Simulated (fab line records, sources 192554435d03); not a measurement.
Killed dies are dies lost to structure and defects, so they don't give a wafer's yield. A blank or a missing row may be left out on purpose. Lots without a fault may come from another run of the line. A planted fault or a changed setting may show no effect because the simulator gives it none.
Chamber matching | flow n5_finfet | N5_BEOL_M8_PECVD_70 on pecvd-04: 3 sister chambers
The step deposits SiO2 from TEOS/O2, target thk 20 nm, time 22.7 s. 20 wafers are shown with their chamber, then 10 later ones without.

WAFERS WITH THEIR CHAMBER
wafer  | chamber | showerhead_plenum_p_Torr (Torr) | throttle_valve_pct (%) | showerhead_vpp_V (V)
L076.1 | 0       | 8.86                            | 22.6                   | 1312
L076.2 | 2       | 8.84                            | 21.6                   | 1255
L076.5 | 1       | 8.67                            | 21.4                   | 1348
L075.3 | 2       | 8.83                            | 21.7                   | 1268
L075.4 | 2       | 8.84                            | 21.4                   | 1280
L075.6 | 0       | 8.87                            | 22.8                   | 1304
L079.1 | 2       | 8.82                            | 21.6                   | 1274
L079.3 | 0       | 8.87                            | 22.7                   | 1313
L079.5 | 2       | 8.83                            | 21.7                   | 1271
L081.1 | 1       | 8.68                            | 21.3                   | 1362
L081.3 | 2       | 8.80                            | 21.8                   | 1256
L081.6 | 1       | 8.67                            | 21.3                   | 1347
L077.1 | 2       | 8.82                            | 21.8                   | 1267
L077.3 | 1       | 8.69                            | 21.3                   | 1335
L077.6 | 2       | 8.83                            | 21.5                   | 1274
L082.1 | 0       | 8.87                            | 22.7                   | 1308
L082.4 | 0       | 8.89                            | 22.9                   | 1315
L082.5 | 2       | 8.82                            | 21.6                   | 1255
L080.1 | 0       | 8.88                            | 22.8                   | 1293
L080.4 | 0       | 8.86                            | 22.8                   | 1299

SIGNATURES (means of the wafers above)
reading                  | chamber 0 | chamber 1 | chamber 2 | scatter within a chamber
showerhead_plenum_p_Torr | 8.8714    | 8.6775    | 8.8256    | 0.0113
throttle_valve_pct       | 22.757    | 21.325    | 21.633    | 0.11
showerhead_vpp_V         | 1306.29   | 1348.00   | 1266.67   | 9.23
Rule: a wafer's distance from a chamber is the root of the sum, over the readings, of the square of ((its reading less the chamber's mean) divided by the reading's scatter). The wafer belongs to the nearest chamber; if the next one is less than 2 further off, it can't be placed. The scatter: the root of (the sum of the squares of (reading less its chamber's mean) over the shown wafers, divided by (wafers less chambers)).

WAFERS WITHOUT THEIR CHAMBER
wafer  | showerhead_plenum_p_Torr (Torr) | throttle_valve_pct (%) | showerhead_vpp_V (V)
L080.5 | 8.72                            | 21.3                   | 1325
L086.2 | 8.86                            | 22.8                   | 1305
L086.3 | 8.80                            | 21.9                   | 1257
L086.6 | 8.82                            | 21.6                   | 1295
L089.1 | 8.87                            | 22.6                   | 1303
L089.3 | 8.89                            | 22.7                   | 1313
L089.5 | 8.89                            | 23.0                   | 1330
L091.1 | 8.68                            | 21.5                   | 1322
L091.4 | 8.67                            | 21.4                   | 1331
L091.5 | 8.89                            | 22.9                   | 1317

WHICH CHAMBER EACH WENT THROUGH
wafer  | from the rows above | in truth
L080.5 | 1                   | 1
L086.2 | 0                   | 0
L086.3 | 2                   | 2
L086.6 | 2                   | 2
L089.1 | 0                   | 0
L089.3 | 0                   | 0
L089.5 | 0                   | 0
L091.1 | 1                   | 1
L091.4 | 1                   | 1
L091.5 | 0                   | 0
Placed correctly: 10 of 10. Can't be placed from these rows: 0. Placed wrongly: 0.
